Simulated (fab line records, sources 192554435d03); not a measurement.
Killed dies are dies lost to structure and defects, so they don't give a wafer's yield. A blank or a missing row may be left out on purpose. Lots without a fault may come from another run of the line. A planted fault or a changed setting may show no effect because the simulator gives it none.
Which tool did it? | flow n5_finfet | 12 lots, 36 wafers sampled, at 3 steps of a route of 1938

WHAT THE GAUGES READ, wafer by wafer
N5_BEOL_M10_OVL_MEAS_29.
lot  | measured     | on         | V9_OVL (nm)
L074 | day 10 02:46 | overlay-02 | -0.6 -0.4 -1.1
L077 | day 10 16:58 | overlay-02 | 0.6 1.6 0.4
L079 | day 11 08:35 | overlay-01 | 0.3 -0.3 -0.3
L081 | day 12 05:59 | overlay-01 | 0.3 -0.1 0.3
L084 | day 12 13:53 | overlay-01 | -0.1 -1.2 -0.4
L085 | day 12 13:48 | overlay-01 | 0.5 0.1 -0.1
L086 | day 14 00:10 | overlay-02 | 0.3 -0.5 0.9
L089 | day 14 13:23 | overlay-01 | 0.0 1.1 0.5
L090 | day 14 20:54 | overlay-02 | 0.0 -0.6 -0.7
L092 | day 15 03:03 | overlay-02 | -1.0 0.5 -1.2
L094 | day 16 05:02 | overlay-01 | 0.4 1.0 0.7
L096 | day 16 18:50 | overlay-02 | 0.6 -0.4 0.3

WHICH TOOL RAN EACH LOT (tool, then ch and the chambers of the sampled wafers, then the start)
lot  | N5_BEOL_M9_PRE_CLEAN_45      | N5_BEOL_M10_DESCUM_16
L074 | pvd_sputter-02, day 9 20:09  | rie_diel-02 ch 0,2,3, day 10 01:41
L077 | pvd_sputter-02, day 10 12:39 | rie_diel-04 ch 0,1, day 10 15:50
L079 | pvd_sputter-03, day 11 01:45 | rie_diel-02 ch 1,2, day 11 06:20
L081 | pvd_sputter-03, day 11 20:02 | rie_diel-05 ch 0,1,2, day 12 04:13
L084 | pvd_sputter-01, day 12 07:04 | rie_diel-04 ch 1,3, day 12 11:41
L085 | pvd_sputter-03, day 12 07:28 | rie_diel-05 ch 0,1,2, day 12 12:07
L086 | pvd_sputter-01, day 13 16:02 | rie_diel-04 ch 0,2, day 13 21:58
L089 | pvd_sputter-02, day 14 05:01 | rie_diel-04 ch 0,1,3, day 14 12:37
L090 | pvd_sputter-03, day 14 12:58 | rie_diel-02 ch 0,2,3, day 14 17:58
L092 | pvd_sputter-03, day 14 20:11 | rie_diel-04 ch 0,1,2, day 15 01:06
L094 | pvd_sputter-02, day 15 20:35 | rie_diel-02 ch 2,3, day 16 03:08
L096 | pvd_sputter-02, day 16 11:55 | rie_diel-05 ch 0,1,2, day 16 17:14
- N5_BEOL_M9_PRE_CLEAN_45: time 30 s.
- N5_BEOL_M10_DESCUM_16: chemistry O2, time 7.9 s.

THE ANSWER, worked out from the rows above alone
Rule: what is usual is taken from the lots themselves. Put in order of their means at a reading, lots are off if they are a third of the lots or fewer, leave a main group of 4 or more, and stand apart from it by a gap of 3 or more times the standard deviation of the main group's means; of several such gaps the widest counts. A main group whose means are all the same, to the digits that the tables above print for the reading, isn't used. A lot without any number at a reading at which 4 lots or more have one is off too. The other lots that the step has rows for count as sound.
No lot is off at any reading shown: from this, nothing can be told.

WHAT THE SIMULATOR HAD PUT IN
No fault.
